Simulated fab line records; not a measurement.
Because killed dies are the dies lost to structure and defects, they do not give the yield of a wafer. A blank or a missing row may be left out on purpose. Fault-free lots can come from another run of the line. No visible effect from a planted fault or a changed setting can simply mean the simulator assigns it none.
fab line records | flow n5Finfet
record lots=24 wafers=72 lastDay=20
route steps=1938 shown GATE_CUT@467
lots with no fault: from the same line, run without faults
startH: start of the lot's first displayed wafer, in hours after the record's first day | waitH: hours since the lot's step before | " repeats the value in the row above | L1.1+2: a row that stands for several wafers | - value missing, or start not given | * or withheld: withheld | < > ~ a bound
route shown NAME@n: names a module that has steps shown in the file, with the first one's number in the route | usual: mean/standard deviation of fault-free wafers | same: alike in all rows | chamber/n: place in a boat | sites: readings site by site | _std_site: standard deviation of those values | _edge_site: outer sites' mean less inner sites' | radiusMm: for every site, how far away it sits from the centre of the wafer | mask NAME#n: copy n | behind: the last tool/chamber to shape the wafer | hold: why the lot was held/for how many hours/how that ended | device: which transistor (n, p or np) failed to switch | end of line: the same wafers' tests at the end of the route | a step without rows: its recipe alone | killed: not the wafer's yield, but the dies lost to structure and defects at the first sort | map: a wafer's dies, x killed, . not, _ none there
set.NAME: setting as actually run; set.NAME@STEP: the setting as run at that earlier step | model.NAME: the simulator's own value behind a step, which no gauge read
one table for each step of the route and one row for each wafer, over a sample of lots
services: when a tool's chamber went out of use (startH, in hours from the record's first day, below 0 if earlier), for how many hours, and the reason
## steps
# step N5_GATE_CUT_ETCHBACK_30
# recipe chemistry=Cl2/Ar target=TiN targetDepthA=30 mode=isotropic pressureMtorr=10 icpW=600 biasW=60 Cl2_flow_sccm=40 Ar_flow_sccm=60
# usual drypumpMotorCurrentA=5.65/0.14 oes_ar_750_au=0.75/0.14 oesProductAu=0.76/0.14 throttleValvePct=20.96/0.28
# columns lot.wafer tool chamber startH waitH drypumpMotorCurrentA oes_ar_750_au oesProductAu rfHoursCounterH throttleValvePct
L074.2 rieMetal-02 1 79.72 0.1 5.36 0.82 0.83 21 20.80
L074.3 " 0 " " 5.66 0.84 0.84 - 20.60
L074.5 " 0 " " 5.67 0.85 0.85 - 20.58
L075.3 rieMetal-02 0 91.82 0.0 5.66 0.84 0.84 - 20.59
L075.5 " 1 " " 5.37 0.81 0.83 - 20.82
L075.6 " 0 " " 5.66 0.84 0.85 - 20.58
L076.1 rieMetal-03 1 96.58 0.1 5.73 0.58 0.61 143 20.89
L076.4 " 1 " " 5.71 0.58 0.60 - 20.90
L076.5 " 0 " " 5.71 0.63 0.62 - 21.36
L077.1 rieMetal-01 0 102.80 0.1 5.73 0.97 1.00 1 20.88
L077.4 " 0 " " 5.74 0.97 1.00 - 20.87
L077.5 " 0 " " 5.74 0.97 0.99 - 20.85
L078.1 rieMetal-03 0 103.32 0.1 5.70 0.62 0.62 108 21.38
L078.3 " 0 " " 5.71 0.62 0.62 - 21.36
L078.6 " 0 " " 5.71 0.62 0.62 - 21.36
L079.1 rieMetal-02 0 110.28 0.1 5.65 0.84 0.83 27 20.60
L079.4 " 1 " " 5.36 0.81 0.82 - 20.83
L079.6 " 0 " " 5.64 0.83 0.83 - 20.59
L080.1 rieMetal-03 1 116.97 0.1 5.73 0.58 0.61 147 20.90
L080.3 " 0 " " 5.71 0.61 0.62 - 21.35
L080.6 " 1 " " 5.72 0.58 0.60 - 20.91
L081.2 rieMetal-02 1 122.11 0.1 5.39 0.81 0.81 24 20.82
L081.3 " 1 " " 5.37 0.81 0.81 - 20.82
L081.4 " 0 " " 5.65 0.83 0.82 - 20.61
L082.2 rieMetal-03 0 127.07 0.1 5.72 0.61 0.61 111 21.39
L082.4 " 0 " " 5.72 0.62 0.61 - 21.37
L082.5 " 0 " " 5.72 0.62 0.61 - 21.36
L083.2 rieMetal-03 1 137.98 0.1 5.73 0.57 0.60 - 20.92
L083.5 " 1 " " 5.73 0.57 0.60 - 20.90
L083.6 " 1 " " 5.72 0.58 0.60 - 20.91
L084.1 rieMetal-03 1 140.14 0.1 5.72 0.57 0.59 149 20.92
L084.4 " 1 " " 5.72 0.58 0.60 - 20.90
L084.6 " 1 " " 5.71 0.57 0.60 - 20.90
L085.1 rieMetal-01 1 146.29 0.1 5.88 0.98 0.96 3 21.14
L085.2 " 0 " " 5.73 0.91 0.94 6 20.88
L085.4 " 0 " " 5.71 0.92 0.94 - 20.88
L086.2 rieMetal-02 1 154.30 0.1 5.35 0.79 0.81 26 20.82
L086.4 " 0 " " 5.65 0.83 0.81 - 20.63
L086.6 " 0 " " 5.67 0.83 0.82 - 20.62
L087.1 rieMetal-03 0 156.38 0.1 5.71 0.61 0.60 114 21.39
L087.2 " 0 " " 5.71 0.61 0.61 - 21.39
L087.4 " 0 " " 5.70 0.61 0.60 - 21.38
L088.1 rieMetal-02 0 163.79 0.1 5.65 0.83 0.81 30 20.59
L088.2 " 1 " " 5.36 0.79 0.80 27 20.82
L088.6 " 0 " " 5.65 0.83 0.82 - 20.60
L089.1 rieMetal-02 1 172.89 0.1 5.35 0.79 0.80 28 20.83
L089.2 " 0 " " 5.64 0.82 0.81 31 20.61
L089.6 " 1 " " 5.36 0.79 0.81 - 20.84
L090.1 rieMetal-03 1 175.76 0.1 5.72 0.94 0.98 1 20.66
L090.3 " 0 " " 5.71 0.61 0.60 - 21.38
L090.5 " 0 " " 5.68 0.61 0.61 - 21.37
L091.1 rieMetal-02 0 183.55 0.1 5.68 0.82 0.82 32 20.60
L091.4 " 1 " " 5.36 0.79 0.80 - 20.82
L091.5 " 0 " " 5.64 0.82 0.82 - 20.61
L092.1 rieMetal-01 0 186.69 0.1 5.75 0.89 0.91 9 20.92
L092.3 " 1 " " 5.86 0.95 0.93 - 21.16
L092.5 " 0 " " 5.75 0.90 0.91 - 20.89
L093.3 rieMetal-03 0 192.20 0.0 5.69 0.61 0.60 - 21.40
L093.4 " 1 " " 5.74 0.91 0.95 - 20.69
L093.6 " 0 " " 5.71 0.61 0.60 - 21.40
L094.4 rieMetal-03 0 199.35 0.1 5.70 0.61 0.60 - 21.40
L094.5 " 0 " " 5.70 0.60 0.60 - 21.40
L094.6 " 0 " " 5.72 0.60 0.60 - 21.39
L095.2 rieMetal-03 0 202.75 0.1 5.67 0.60 0.60 - 21.38
L095.4 " 0 " " 5.69 0.61 0.60 - 21.40
L095.5 " 0 " " 5.68 0.61 0.59 - 21.39
L096.2 rieMetal-01 0 215.48 0.1 5.73 0.89 0.91 10 20.89
L096.3 " 0 " " 5.75 0.89 0.91 - 20.90
L096.4 " 1 " " 5.84 0.95 0.92 - 21.17
L097.1 rieMetal-02 1 221.70 0.1 5.35 0.78 0.79 31 20.85
L097.4 " 0 " " 5.67 0.81 0.81 - 20.62
L097.6 " 1 " " 5.37 0.78 0.79 - 20.84
# step N5_GATE_CUT_VAPOR_ETCH_60
# recipe chemistry=BCl3/Cl2 target=HfO2 mode=isotropic
# usual drypumpMotorCurrentA=5.65/0.15 oesProductAu=0.77/0.14
# columns lot.wafer tool chamber startH waitH drypumpMotorCurrentA oesProductAu
L074.2 rieMetal-02 1 79.75 0.0 5.39 0.87
L074.3 " 0 " " 5.66 0.86
L074.5 " 0 " " 5.65 0.87
L075.3 rieMetal-02 0 91.85 0.0 5.66 0.85
L075.5 " 1 " " 5.35 0.86
L075.6 " 0 " " 5.64 0.86
L076.1 rieMetal-03 1 96.61 0.0 5.76 0.61
L076.4 " 1 " " 5.72 0.61
L076.5 " 0 " " 5.68 0.63
L077.1 rieMetal-01 0 102.86 0.1 5.74 1.01
L077.4 " 0 " " 5.72 1.01
L077.5 " 0 " " 5.73 1.01
L078.1 rieMetal-03 0 103.35 0.0 5.71 0.62
L078.3 " 0 " " 5.68 0.63
L078.6 " 0 " " 5.69 0.63
L079.1 rieMetal-02 0 110.31 0.0 5.64 0.84
L079.4 " 1 " " 5.39 0.85
L079.6 " 0 " " 5.65 0.84
L080.1 rieMetal-03 1 117.00 0.0 5.74 0.60
L080.3 " 0 " " 5.70 0.63
L080.6 " 1 " " 5.73 0.61
L081.2 rieMetal-02 1 122.14 0.0 5.36 0.85
L081.3 " 1 " " 5.36 0.85
L081.4 " 0 " " 5.65 0.84
L082.2 rieMetal-03 0 127.10 0.0 5.72 0.62
L082.4 " 0 " " 5.73 0.63
L082.5 " 0 " " 5.72 0.64
L083.2 rieMetal-03 1 138.04 0.1 5.70 0.60
L083.5 " 1 " " 5.75 0.59
L083.6 " 1 " " 5.72 0.61
L084.1 rieMetal-03 1 140.20 0.1 5.70 0.61
L084.4 " 1 " " 5.73 0.60
L084.6 " 1 " " 5.71 0.60
L085.1 rieMetal-01 1 146.32 0.0 5.85 0.93
L085.2 " 0 " " 5.74 0.96
L085.4 " 0 " " 5.72 0.95
L086.2 rieMetal-02 1 154.33 0.0 5.34 0.84
L086.4 " 0 " " 5.65 0.83
L086.6 " 0 " " 5.63 0.83
L087.1 rieMetal-03 0 156.44 0.1 5.70 0.63
L087.2 " 0 " " 5.69 0.62
L087.4 " 0 " " 5.69 0.63
L088.1 rieMetal-02 0 163.82 0.0 5.65 0.84
L088.2 " 1 " " 5.36 0.83
L088.6 " 0 " " 5.65 0.83
L089.1 rieMetal-02 1 172.92 0.0 5.34 0.83
L089.2 " 0 " " 5.63 0.84
L089.6 " 1 " " 5.38 0.84
L090.1 rieMetal-03 1 175.79 0.0 5.73 0.98
L090.3 " 0 " " 5.72 0.62
L090.5 " 0 " " 5.70 0.62
L091.1 rieMetal-02 0 183.58 0.0 5.66 0.83
L091.4 " 1 " " 5.33 0.84
L091.5 " 0 " " 5.65 0.83
L092.1 rieMetal-01 0 186.72 0.0 5.72 0.93
L092.3 " 1 " " 5.85 0.88
L092.5 " 0 " " 5.75 0.93
L093.3 rieMetal-03 0 192.23 0.0 5.70 0.62
L093.4 " 1 " " 5.72 0.96
L093.6 " 0 " " 5.70 0.62
L094.4 rieMetal-03 0 199.41 0.1 5.69 0.62
L094.5 " 0 " " 5.70 0.62
L094.6 " 0 " " 5.71 0.61
L095.2 rieMetal-03 0 202.81 0.1 5.71 0.62
L095.4 " 0 " " 5.71 0.62
L095.5 " 0 " " 5.71 0.62
L096.2 rieMetal-01 0 215.51 0.0 5.74 0.91
L096.3 " 0 " " 5.73 0.93
L096.4 " 1 " " 5.88 0.88
L097.1 rieMetal-02 1 221.73 0.0 5.35 0.81
L097.4 " 0 " " 5.65 0.81
L097.6 " 1 " " 5.34 0.82
# step N5_GATE_CUT_CD_MEAS_13
# recipe targetCdNm=20 landingEnergyEv=500 detector=seInlens
# usual cdNm=20.10/0.29
# columns lot.wafer tool chamber startH waitH cdNm
L074.2 cdSem-02 0 83.07 - 20.64
L074.3 " 0 " " 20.20
L074.5 " 0 " " 20.54
L075.3 cdSem-02 0 95.47 - 20.50
L075.5 " 0 " " 20.29
L075.6 " 0 " " 20.74
L076.1 cdSem-02 0 100.49 - 20.20
L076.4 " 0 " " 20.14
L076.5 " 0 " " 20.13
L077.1 cdSem-02 0 106.20 - 19.83
L077.4 " 0 " " 20.24
L077.5 " 0 " " 20.10
L078.1 cdSem-01 0 106.78 - 19.68
L078.3 " 0 " " 19.99
L078.6 " 0 " " 19.75
L079.1 cdSem-03 0 113.81 - 19.34
L079.4 " 0 " " 19.50
L079.6 " 0 " " 19.85
L080.1 cdSem-01 0 120.39 - 20.22
L080.3 " 0 " " 20.29
L080.6 " 0 " " 20.44
L081.2 cdSem-03 0 125.44 - 20.06
L081.3 " 0 " " 19.82
L081.4 " 0 " " 19.69
L082.2 cdSem-01 0 130.41 - 20.17
L082.4 " 0 " " 20.16
L082.5 " 0 " " 20.04
L083.2 cdSem-01 0 141.49 - 20.32
L083.5 " 0 " " 20.30
L083.6 " 0 " " 20.70
L084.1 cdSem-01 0 143.63 - 20.17
L084.4 " 0 " " 20.53
L084.6 " 0 " " 20.45
L085.1 cdSem-03 0 149.68 - 19.80
L085.2 " 0 " " 20.26
L085.4 " 0 " " 19.99
L086.2 cdSem-03 0 157.64 - 20.14
L086.4 " 0 " " 19.90
L086.6 " 0 " " 19.89
L087.1 cdSem-03 0 159.81 - 19.63
L087.2 " 0 " " 19.88
L087.4 " 0 " " 19.69
L088.1 cdSem-03 0 167.12 - 20.07
L088.2 " 0 " " 20.07
L088.6 " 0 " " 20.27
L089.1 cdSem-03 0 176.23 - 20.53
L089.2 " 0 " " 20.14
L089.6 " 0 " " 20.08
L090.1 cdSem-02 0 179.32 - 20.17
L090.3 " 0 " " 20.29
L090.5 " 0 " " 20.47
L091.1 cdSem-03 0 187.24 - 20.43
L091.4 " 0 " " 20.42
L091.5 " 0 " " 20.17
L092.1 cdSem-03 0 190.15 - 20.02
L092.3 " 0 " " 20.13
L092.5 " 0 " " 20.15
L093.3 cdSem-03 0 195.63 - 19.86
L093.4 " 0 " " 20.15
L093.6 " 0 " " 19.93
L094.4 cdSem-03 0 202.84 - 19.98
L094.5 " 0 " " 20.04
L094.6 " 0 " " 20.10
L095.2 cdSem-02 0 206.28 - 19.52
L095.4 " 0 " " 19.86
L095.5 " 0 " " 19.88
L096.2 cdSem-01 0 218.98 - 20.13
L096.3 " 0 " " 19.96
L096.4 " 0 " " 20.16
L097.1 cdSem-03 0 225.18 - 19.83
L097.4 " 0 " " 19.89
L097.6 " 0 " " 19.74
# step N5_GATE_CUT_CUT_ETCH_55
# recipe chemistry=BCl3 target=HfO2 maskMaterial=SiO2 targetDepthA=32 ionEnergyEv=30 pressureMtorr=5 icpW=450 biasW=18 bcl3FlowSccm=80
# usual drypumpMotorCurrentA=5.66/0.14 oesProductAu=0.78/0.13 throttleValvePct=33.6/0.48
# columns lot.wafer tool chamber startH waitH drypumpMotorCurrentA oesProductAu rfHoursCounterH throttleValvePct
L074.2 rieMetal-02 0 83.71 0.0 5.64 0.84 24 32.9
L074.3 " 1 " " 5.37 0.87 - 33.4
L074.5 " 0 " " 5.65 0.83 - 32.9
L075.3 rieMetal-02 0 96.24 0.0 5.65 0.84 - 32.9
L075.5 " 0 " " 5.64 0.83 - 32.9
L075.6 " 1 " " 5.35 0.86 - 33.4
L076.1 rieMetal-03 1 101.12 0.0 5.70 0.60 144 33.7
L076.4 " 1 " " 5.69 0.60 - 33.7
L076.5 " 0 " " 5.68 0.63 - 34.3
L077.1 rieMetal-02 1 106.84 0.0 5.33 0.85 23 33.4
L077.4 " 0 " " 5.67 0.83 - 32.9
L077.5 " 0 " " 5.68 0.84 - 32.9
L078.1 rieMetal-02 1 107.42 0.0 5.37 0.85 23 33.4
L078.3 " 1 " " 5.35 0.85 - 33.4
L078.6 " 0 " " 5.67 0.83 - 32.9
L079.1 rieMetal-03 0 114.45 0.0 5.70 0.63 110 34.2
L079.4 " 0 " " 5.72 0.64 - 34.3
L079.6 " 0 " " 5.71 0.63 - 34.3
L080.1 rieMetal-03 1 121.83 0.0 5.74 0.61 147 33.7
L080.3 " 1 " " 5.73 0.60 - 33.7
L080.6 " 1 " " 5.76 0.60 - 33.7
L081.2 rieMetal-03 0 126.08 0.0 5.72 0.63 111 34.3
L081.3 " 0 " " 5.71 0.63 - 34.3
L081.4 " 1 " " 5.74 0.60 - 33.7
L082.2 rieMetal-03 1 131.04 0.0 5.72 0.60 148 33.7
L082.4 " 0 " " 5.69 0.63 - 34.3
L082.5 " 0 " " 5.69 0.64 - 34.3
L083.2 rieMetal-01 0 142.17 0.1 5.69 0.95 6 33.6
L083.5 " 1 " " 5.82 0.94 - 33.5
L083.6 " 0 " " 5.74 0.95 - 33.6
L084.1 rieMetal-01 1 144.27 0.0 5.84 0.93 3 33.5
L084.4 " 0 " " 5.74 0.94 - 33.6
L084.6 " 0 " " 5.74 0.95 - 33.6
L085.1 rieMetal-03 0 150.44 0.1 5.72 0.63 113 34.3
L085.2 " 0 " " 5.70 0.63 - 34.3
L085.4 " 0 " " 5.71 0.63 - 34.3
L086.2 rieMetal-02 0 158.28 0.0 5.65 0.82 29 32.9
L086.4 " 0 " " 5.66 0.82 - 32.9
L086.6 " 1 " " 5.36 0.85 - 33.4
L087.1 rieMetal-02 0 160.44 0.0 5.64 0.82 30 32.9
L087.2 " 1 " " 5.38 0.84 26 33.4
L087.4 " 0 " " 5.65 0.84 - 32.9
L088.1 rieMetal-01 1 167.77 0.0 5.82 0.91 4 33.5
L088.2 " 0 " " 5.75 0.94 7 33.6
L088.6 " 1 " " 5.85 0.92 - 33.5
L089.1 rieMetal-01 1 176.86 0.0 5.84 0.91 5 33.5
L089.2 " 0 " " 5.70 0.92 8 33.6
L089.6 " 1 " " 5.82 0.91 - 33.5
L090.1 rieMetal-02 0 180.09 0.0 5.64 0.82 32 32.9
L090.3 " 1 " " 5.37 0.83 - 33.4
L090.5 " 0 " " 5.66 0.82 - 32.9
L091.1 rieMetal-03 0 188.00 0.0 5.71 0.62 116 34.3
L091.4 " 1 " " 5.75 0.95 - 33.9
L091.5 " 0 " " 5.71 0.62 - 34.3
L092.1 rieMetal-01 0 190.79 0.0 5.77 0.92 9 33.6
L092.3 " 1 " " 5.86 0.90 - 33.5
L092.5 " 0 " " 5.75 0.91 - 33.6
L093.3 rieMetal-03 1 196.63 0.0 5.71 0.95 - 33.9
L093.4 " 0 " " 5.71 0.62 - 34.3
L093.6 " 1 " " 5.76 0.96 - 33.9
L094.4 rieMetal-03 0 203.66 0.1 5.69 0.62 - 34.3
L094.5 " 0 " " 5.69 0.62 - 34.3
L094.6 " 0 " " 5.70 0.62 - 34.3
L095.2 rieMetal-03 0 206.92 0.0 5.70 0.61 119 34.3
L095.4 " 0 " " 5.70 0.61 - 34.3
L095.5 " 0 " " 5.70 0.61 - 34.3
L096.2 rieMetal-02 0 219.76 0.0 5.63 0.81 34 32.9
L096.3 " 0 " " 5.64 0.81 - 32.9
L096.4 " 1 " " 5.34 0.83 - 33.4
L097.1 rieMetal-02 0 225.93 0.1 5.63 0.81 35 32.9
L097.4 " 0 " " 5.64 0.81 - 32.9
L097.6 " 0 " " 5.64 0.80 - 32.9
# step N5_GATE_CUT_VAPOR_ETCH_48
# recipe chemistry=BCl3/Cl2 target=TiN mode=isotropic
# usual drypumpMotorCurrentA=5.66/0.15 oesProductAu=0.78/0.13
# columns lot.wafer tool chamber startH waitH drypumpMotorCurrentA oesProductAu
L074.2 rieMetal-02 0 83.77 0.0 5.65 0.87
L074.3 " 1 " " 5.39 0.87
L074.5 " 0 " " 5.66 0.87
L075.3 rieMetal-02 0 96.30 0.0 5.62 0.84
L075.5 " 0 " " 5.64 0.85
L075.6 " 1 " " 5.37 0.85
L076.1 rieMetal-03 1 101.18 0.0 5.72 0.61
L076.4 " 1 " " 5.75 0.61
L076.5 " 0 " " 5.73 0.63
L077.1 rieMetal-02 1 106.90 0.0 5.35 0.85
L077.4 " 0 " " 5.63 0.84
L077.5 " 0 " " 5.65 0.85
L078.1 rieMetal-02 1 107.48 0.0 5.32 0.85
L078.3 " 1 " " 5.37 0.84
L078.6 " 0 " " 5.65 0.84
L079.1 rieMetal-03 0 114.51 0.0 5.69 0.63
L079.4 " 0 " " 5.69 0.63
L079.6 " 0 " " 5.70 0.62
L080.1 rieMetal-03 1 121.89 0.0 5.78 0.61
L080.3 " 1 " " 5.78 0.60
L080.6 " 1 " " 5.75 0.61
L081.2 rieMetal-03 0 126.14 0.0 5.72 0.63
L081.3 " 0 " " 5.71 0.63
L081.4 " 1 " " 5.72 0.61
L082.2 rieMetal-03 1 131.10 0.0 5.77 0.60
L082.4 " 0 " " 5.70 0.63
L082.5 " 0 " " 5.70 0.63
L083.2 rieMetal-01 0 142.25 0.0 5.73 0.95
L083.5 " 1 " " 5.82 0.92
L083.6 " 0 " " 5.74 0.94
L084.1 rieMetal-01 1 144.33 0.0 5.85 0.91
L084.4 " 0 " " 5.74 0.95
L084.6 " 0 " " 5.77 0.95
L085.1 rieMetal-03 0 150.56 0.1 5.70 0.62
L085.2 " 0 " " 5.70 0.62
L085.4 " 0 " " 5.70 0.62
L086.2 rieMetal-02 0 158.34 0.0 5.65 0.83
L086.4 " 0 " " 5.66 0.83
L086.6 " 1 " " 5.38 0.83
L087.1 rieMetal-02 0 160.50 0.0 5.66 0.83
L087.2 " 1 " " 5.42 0.85
L087.4 " 0 " " 5.63 0.83
L088.1 rieMetal-01 1 167.83 0.0 5.86 0.91
L088.2 " 0 " " 5.75 0.95
L088.6 " 1 " " 5.83 0.91
L089.1 rieMetal-01 1 176.92 0.0 5.85 0.89
L089.2 " 0 " " 5.75 0.93
L089.6 " 1 " " 5.87 0.90
L090.1 rieMetal-02 0 180.15 0.0 5.66 0.84
L090.3 " 1 " " 5.34 0.83
L090.5 " 0 " " 5.66 0.83
L091.1 rieMetal-03 0 188.06 0.0 5.71 0.61
L091.4 " 1 " " 5.73 0.97
L091.5 " 0 " " 5.70 0.62
L092.1 rieMetal-01 0 190.85 0.0 5.73 0.91
L092.3 " 1 " " 5.84 0.89
L092.5 " 0 " " 5.74 0.91
L093.3 rieMetal-03 1 196.69 0.0 5.76 0.95
L093.4 " 0 " " 5.69 0.62
L093.6 " 1 " " 5.75 0.95
L094.4 rieMetal-03 0 203.78 0.1 5.71 0.61
L094.5 " 0 " " 5.71 0.61
L094.6 " 0 " " 5.71 0.62
L095.2 rieMetal-03 0 206.98 0.0 5.70 0.61
L095.4 " 0 " " 5.72 0.61
L095.5 " 0 " " 5.70 0.62
L096.2 rieMetal-02 0 219.82 0.0 5.65 0.81
L096.3 " 0 " " 5.63 0.82
L096.4 " 1 " " 5.34 0.81
L097.1 rieMetal-02 0 226.05 0.1 5.66 0.81
L097.4 " 0 " " 5.68 0.82
L097.6 " 0 " " 5.67 0.82
# step N5_GATE_CUT_VAPOR_ETCH_51
# recipe chemistry=BCl3/Cl2 target=HfO2 mode=isotropic
# usual drypumpMotorCurrentA=5.66/0.15 oesProductAu=0.79/0.13
# columns lot.wafer tool chamber startH waitH drypumpMotorCurrentA oesProductAu
L074.2 rieMetal-02 0 83.83 0.0 5.64 0.86
L074.3 " 1 " " 5.39 0.86
L074.5 " 0 " " 5.65 0.86
L075.3 rieMetal-02 0 96.36 0.0 5.65 0.86
L075.5 " 0 " " 5.66 0.86
L075.6 " 1 " " 5.38 0.86
L076.1 rieMetal-03 1 101.24 0.0 5.76 0.61
L076.4 " 1 " " 5.75 0.61
L076.5 " 0 " " 5.69 0.63
L077.1 rieMetal-02 1 106.96 0.0 5.37 0.84
L077.4 " 0 " " 5.66 0.84
L077.5 " 0 " " 5.65 0.84
L078.1 rieMetal-02 1 107.54 0.0 5.32 0.84
L078.3 " 1 " " 5.38 0.84
L078.6 " 0 " " 5.66 0.84
L079.1 rieMetal-03 0 114.57 0.0 5.70 0.63
L079.4 " 0 " " 5.71 0.63
L079.6 " 0 " " 5.70 0.63
L080.1 rieMetal-03 1 121.95 0.0 5.70 0.60
L080.3 " 1 " " 5.72 0.61
L080.6 " 1 " " 5.73 0.60
L081.2 rieMetal-03 0 126.20 0.0 5.71 0.63
L081.3 " 0 " " 5.72 0.62
L081.4 " 1 " " 5.77 0.61
L082.2 rieMetal-03 1 131.16 0.0 5.73 0.61
L082.4 " 0 " " 5.70 0.63
L082.5 " 0 " " 5.71 0.63
L083.2 rieMetal-01 0 142.33 0.0 5.74 0.95
L083.5 " 1 " " 5.87 0.92
L083.6 " 0 " " 5.71 0.95
L084.1 rieMetal-01 1 144.39 0.0 5.83 0.93
L084.4 " 0 " " 5.73 0.95
L084.6 " 0 " " 5.76 0.95
L085.1 rieMetal-03 0 150.68 0.1 5.69 0.62
L085.2 " 0 " " 5.73 0.63
L085.4 " 0 " " 5.73 0.63
L086.2 rieMetal-02 0 158.40 0.0 5.64 0.83
L086.4 " 0 " " 5.62 0.84
L086.6 " 1 " " 5.37 0.85
L087.1 rieMetal-02 0 160.56 0.0 5.64 0.83
L087.2 " 1 " " 5.33 0.84
L087.4 " 0 " " 5.65 0.84
L088.1 rieMetal-01 1 167.89 0.0 5.88 0.90
L088.2 " 0 " " 5.73 0.93
L088.6 " 1 " " 5.88 0.91
L089.1 rieMetal-01 1 176.98 0.0 5.88 0.90
L089.2 " 0 " " 5.73 0.94
L089.6 " 1 " " 5.86 0.91
L090.1 rieMetal-02 0 180.21 0.0 5.66 0.84
L090.3 " 1 " " 5.38 0.83
L090.5 " 0 " " 5.67 0.83
L091.1 rieMetal-03 0 188.12 0.0 5.71 0.62
L091.4 " 1 " " 5.74 0.95
L091.5 " 0 " " 5.71 0.62
L092.1 rieMetal-01 0 190.91 0.0 5.73 0.93
L092.3 " 1 " " 5.84 0.89
L092.5 " 0 " " 5.75 0.92
L093.3 rieMetal-03 1 196.75 0.0 5.73 0.95
L093.4 " 0 " " 5.72 0.62
L093.6 " 1 " " 5.76 0.96
L094.4 rieMetal-03 0 203.90 0.1 5.71 0.61
L094.5 " 0 " " 5.71 0.61
L094.6 " 0 " " 5.70 0.61
L095.2 rieMetal-03 0 207.04 0.0 5.71 0.62
L095.4 " 0 " " 5.73 0.61
L095.5 " 0 " " 5.70 0.61
L096.2 rieMetal-02 0 219.88 0.0 5.65 0.82
L096.3 " 0 " " 5.63 0.82
L096.4 " 1 " " 5.38 0.83
L097.1 rieMetal-02 0 226.17 0.1 5.67 0.82
L097.4 " 0 " " 5.65 0.83
L097.6 " 0 " " 5.65 0.81
## services
# columns tool chamber startH hours kind
rieMetal-01 0 72.24 - clean
rieMetal-01 0 72.24 25.1 scheduledDown
rieMetal-01 0 72.24 25.1 ventCycle
rieMetal-01 1 91.64 9.4 repair
rieMetal-02 - 104.55 2.1 repair
rieMetal-03 0 134.70 7.3 repair
rieMetal-02 - 146.01 0.5 repair
rieMetal-03 1 148.07 - clean
rieMetal-03 1 148.07 19.8 scheduledDown
rieMetal-03 1 148.07 19.8 ventCycle
rieMetal-01 - 193.38 14.6 pm
rieMetal-03 1 198.13 8.4 repair
rieMetal-02 1 225.03 36.0 repair
## key
fault none
